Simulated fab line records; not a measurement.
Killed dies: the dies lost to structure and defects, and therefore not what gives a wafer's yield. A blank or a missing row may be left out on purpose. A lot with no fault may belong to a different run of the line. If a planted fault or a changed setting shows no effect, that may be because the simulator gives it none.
Matching of chambers	flow nandHarc	NHARC_P_M0_CMP_23 on cmp-03: 3 sister chambers
The step polishes, t overpolish 20 s, target thk 117.53 nm. 3 wafers are shown with their chamber, then 6 later ones without.

## WAFERS WITH THEIR CHAMBER
wafer	chamber	motorCurrentA (A)
L123.2	1	12.6
L124.1	0	11.4
L124.2	2	11.5

## WAFERS WITHOUT THEIR CHAMBER
wafer	motorCurrentA (A)
L124.4	12.3
L126.4	11.6
L126.5	11.6
L137.1	12.6
L137.2	11.6
L137.3	12.5

## CHAMBER TAKEN BY EACH
wafer	from the rows above	in truth
L124.4	1	1
L126.4	can't be placed: 2 or 0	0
L126.5	can't be placed: 2 or 0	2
L137.1	1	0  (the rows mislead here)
L137.2	can't be placed: 2 or 0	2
L137.3	1	1
Placed correctly: 2 of 6. Not placeable from these rows: 3 (in 3, the candidates include the true chamber). Wrongly placed: 1.
How it was worked out, from the rows above alone: a wafer's distance from a chamber is the root of the sum, over the readings, of the square of ((its reading less the chamber's mean) divided by the reading's scatter). If the next closest chamber is less than 2 further off than the closest, the wafer can't be placed; otherwise it belongs to the closest. The mean given for a chamber averages the wafers shown for that chamber. The scatter: root of mean squared gap, hidden wafer to nearest shown wafer, with one shown wafer a chamber.
